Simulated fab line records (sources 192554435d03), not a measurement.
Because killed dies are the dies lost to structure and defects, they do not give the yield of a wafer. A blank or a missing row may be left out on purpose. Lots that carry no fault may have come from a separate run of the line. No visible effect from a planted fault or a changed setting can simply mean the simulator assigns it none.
The tool behind it: which one? ; flow n5_finfet ; 33 wafers sampled from 11 lots at 1 step of a route of 1938

== WHAT THE GAUGES READ, wafer by wafer ==
N5_BEOL_M8_INSPECT_58: inspects for defects (darkfield).
lot;measured;on;raw_defect_count
L076;day 10 13:32;defect_inspect-01;69 59 53
L078;day 11 06:20;defect_inspect-01;116 103 111
L082;day 11 20:31;defect_inspect-01;58 69 62
L080;day 12 05:17;defect_inspect-02;79 88 68
L084;day 12 17:33;defect_inspect-02;130 49 73
L086;day 13 07:23;defect_inspect-02;43 98 65
L087;day 13 14:48;defect_inspect-02;72 88 93
L090;day 14 07:28;defect_inspect-02;50 68 73
L092;day 14 19:44;defect_inspect-02;65 42 64
L095;day 15 05:23;defect_inspect-01;76 57 56
L096;day 15 07:08;defect_inspect-02;43 55 37

== EACH LOT AND THE TOOL THAT RAN IT (in order: tool; ch and the chambers of the sampled wafers; start) ==
There is no process step in the record ahead of these readings.

== THE ANSWER, worked out from the rows above alone ==
Rule: usual is defined by the lots themselves. Put in order of their means at a reading, lots are off if they are a third of the lots or fewer, leave a main group of 4 or more, and stand apart from it by a gap of 3 or more times the standard deviation of the main group's means; of several such gaps the widest counts. A main group whose means are all the same, to the digits that the tables above print for the reading, isn't used. Also off: a lot with no number at a reading for which 4 or more lots have one. Any other lot the step has rows for is counted as sound.
Nothing can be told from this: no lot is off at any reading shown.

== WHAT HAD BEEN PUT IN BY THE SIMULATOR ==
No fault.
